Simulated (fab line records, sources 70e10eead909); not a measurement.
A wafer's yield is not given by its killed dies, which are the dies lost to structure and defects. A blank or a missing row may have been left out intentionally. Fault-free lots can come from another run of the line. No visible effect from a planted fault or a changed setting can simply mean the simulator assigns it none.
Check of tool commonality    flow nand harc    12 lots and 36 wafers in the sample

== WHAT PROMPTED THE OPENING ==
At NHARC_P_GATE_INSPECT_68 the reading raw defect count is flagged on 2 of 12 lots. Fault-free wafers read 189, with a standard deviation of 65.
Rule: a lot gets a flag if all its wafers with a number sit over 4 standard deviations from that mean, or if no wafer of it has a number. As for the other lots, they are considered sound.

lot   measured      on                 raw defect count, wafer by wafer  flag
L807  day 6 01:58   defect inspect-01  352 243 307                       
L809  day 6 13:02   defect inspect-02  157 178 175                       
L811  day 7 15:24   defect inspect-02  205 185 193                       
L815  day 9 04:09   defect inspect-02  199 185 148                       
L816  day 9 08:21   defect inspect-02  675 634 645                       FLAGGED
L819  day 10 18:08  defect inspect-01  702 537 558                       FLAGGED
L824  day 13 02:26  defect inspect-02  182 188 154                       
L825  day 13 08:38  defect inspect-01  220 271 282                       
L826  day 13 20:32  defect inspect-01  175 187 166                       
L827  day 14 12:50  defect inspect-01  250 201 157                       
L829  day 15 05:59  defect inspect-01  186 102 92                        
L830  day 15 09:18  defect inspect-01  114 108 100                       
On average the flagged lots' numbers are 625, which is +436 against the usual, or +7 standard deviations.

== WHICH TOOL RAN EACH LOT ==
Before the reading, the record contains 3 process steps out of a 1302-step route. In each cell: the tool, then ch and the chambers that the sampled wafers went through, then the start.
lot   flag     NHARC_P_GATE_ETCH_114               NHARC_P_GATE_DESCUM_93              NHARC_P_GATE_RTA_64
L807           rie diel-04 ch 0,2, day 5 07:00     rie diel-04 ch 0,1,2, day 5 23:03   rtp anneal-01 ch 0, day 6 00:42
L809           rie diel-09 ch 0,2,3, day 5 19:00   rie diel-09 ch 2,3, day 6 10:08     rtp anneal-02 ch 0, day 6 11:47
L811           rie diel-04 ch 1,2, day 6 21:00     rie diel-10 ch 0,1,2, day 7 12:31   rtp anneal-02 ch 0, day 7 14:13
L815           rie diel-09 ch 1,2,3, day 8 10:04   rie diel-04 ch 0,2,3, day 9 01:14   rtp anneal-01 ch 0, day 9 02:53
L816  FLAGGED  rie diel-09 ch 0,1,3, day 8 14:00   rie diel-04 ch 0,3, day 9 05:25     rtp anneal-01 ch 0, day 9 07:04
L819  FLAGGED  rie diel-09 ch 0,1,2, day 10 00:00  rie diel-10 ch 0,2,3, day 10 15:09  rtp anneal-02 ch 0, day 10 16:50
L824           rie diel-10 ch 1,2,3, day 12 08:00  rie diel-04 ch 0,2,3, day 12 23:08  rtp anneal-01 ch 0, day 13 00:49
L825           rie diel-10 ch 0,2,3, day 12 12:00  rie diel-10 ch 0,2,3, day 13 05:44  rtp anneal-02 ch 0, day 13 07:23
L826           rie diel-04 ch 2,3, day 13 02:00    rie diel-09 ch 0,1,3, day 13 17:24  rtp anneal-01 ch 0, day 13 19:16
L827           rie diel-10 ch 1,2,3, day 13 18:00  rie diel-10 ch 0,1,3, day 14 09:56  rtp anneal-01 ch 0, day 14 11:35
L829           rie diel-10 ch 0,1,2, day 14 12:00  rie diel-10 ch 0,1, day 15 03:06    rtp anneal-02 ch 0, day 15 04:44
L830           rie diel-04 ch 0,1,2, day 14 13:00  rie diel-04 ch 0,2,3, day 15 06:11  rtp anneal-01 ch 0, day 15 08:05
What the steps here do:
- NHARC_P_GATE_ETCH_114: etches the open film in CF4/O2, target depth 30 nm, overetch 3 nm, time 16.5 s.
- NHARC_P_GATE_DESCUM_93: chemistry O2, time 3 s.
- NHARC_P_GATE_RTA_64: time 1 s.
- NHARC_P_GATE_INSPECT_68

== FLAGGED AGAINST TOTAL, ONE TOOL AT A TIME (gauges that did the reading follow at the end) ==
step                     tool               lots run  flagged  share of the flagged lots  sound lots run after its first flagged lot
NHARC_P_GATE_ETCH_114    rie diel-04        4         0        none                       -
NHARC_P_GATE_ETCH_114    rie diel-09        4         2        all                        0
NHARC_P_GATE_ETCH_114    rie diel-10        4         0        none                       -
NHARC_P_GATE_DESCUM_93   rie diel-04        5         1        some                       2 (L824,L830)
NHARC_P_GATE_DESCUM_93   rie diel-09        2         0        none                       -
NHARC_P_GATE_DESCUM_93   rie diel-10        5         1        some                       3 (L825,L827,L829)
NHARC_P_GATE_RTA_64      rtp anneal-01      7         1        some                       4 (L824,L826,L827,L830)
NHARC_P_GATE_RTA_64      rtp anneal-02      5         1        some                       2 (L825,L829)
NHARC_P_GATE_INSPECT_68  defect inspect-01  7         1        some                       5 (L825,L826,L827,L829,L830)
NHARC_P_GATE_INSPECT_68  defect inspect-02  5         1        some                       1 (L824)

== WHAT IS ALLOWED BY THE TABLE ==
All flagged lots share 1 row of the table, namely rie diel-09 at NHARC_P_GATE_ETCH_114.
- rie diel-09 at NHARC_P_GATE_ETCH_114: 2 of its 4 lots flagged. Its last sound lot is L815 (day 8 10:04), its first flagged lot L816 (day 8 14:00): a fault that began between those two fits.
One tool is left: rie diel-09 at NHARC_P_GATE_ETCH_114.

== WHAT HAD BEEN PUT IN BY THE SIMULATOR ==
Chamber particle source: rie diel-09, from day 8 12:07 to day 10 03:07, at NHARC_P_GATE_ETCH_114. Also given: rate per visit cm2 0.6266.
Lots struck among those shown: L816, L819. Same finding as the rule above.
